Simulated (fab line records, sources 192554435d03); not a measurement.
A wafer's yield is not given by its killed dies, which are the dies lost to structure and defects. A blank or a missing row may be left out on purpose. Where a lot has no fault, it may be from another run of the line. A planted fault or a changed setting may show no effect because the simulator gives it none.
Chamber matching | flow n5 finfet | N5_BEOL_M11_CURE_71 on uv cure-02 has 3 sister chambers
The step cures SiCOH lowk, time 240 s. 6 wafers are shown with their chamber, then 8 later ones without.

== WAFERS, EACH WITH ITS CHAMBER ==
wafer  | chamber | wafer_temp_C_max | lamp power pct (%)
L075.2 | 1       | 387.1            | 52.45
L075.6 | 1       | 386.3            | 52.26
L079.4 | 0       | 386.7            | 52.26
L079.5 | 0       | 387.2            | 52.28
L083.6 | 2       | 386.1            | 52.37
L086.3 | 2       | 386.6            | 52.34

== WAFERS WITH NO CHAMBER GIVEN ==
wafer  | wafer_temp_C_max | lamp power pct (%)
L086.5 | 385.8            | 52.34
L086.6 | 386.5            | 52.23
L090.1 | 385.8            | 52.30
L090.2 | 386.1            | 52.25
L090.3 | 385.7            | 52.20
L089.1 | 386.9            | 52.31
L089.3 | 386.7            | 52.29
L089.4 | 386.5            | 52.20

== WHICH CHAMBER EACH ONE RAN IN ==
wafer  | from the rows above          | in truth
L086.5 | can't be placed: 2 or 1 or 0 | 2
L086.6 | can't be placed: 0 or 2 or 1 | 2
L090.1 | can't be placed: 2 or 1 or 0 | 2
L090.2 | can't be placed: 2 or 1 or 0 | 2
L090.3 | can't be placed: 2 or 0 or 1 | 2
L089.1 | can't be placed: 0 or 1 or 2 | 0
L089.3 | can't be placed: 0 or 1 or 2 | 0
L089.4 | can't be placed: 0 or 2 or 1 | 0
Correct placement for 0 of the 8. Not placeable from these rows: 8 (in 8, the candidates include the true chamber). 0 placed wrongly.
How it was worked out, from the rows above alone: a wafer's distance from a chamber is the root of the sum, over the readings, of the square of ((its reading less the chamber's mean) divided by the reading's scatter). The wafer belongs to the nearest chamber; if the next one is less than 2 further off, it can't be placed. The mean given for a chamber averages the wafers shown for that chamber. The scatter: take each reading less its chamber's mean, square it, sum over the shown wafers, divide by the number of wafers less the number of chambers, and take the root.
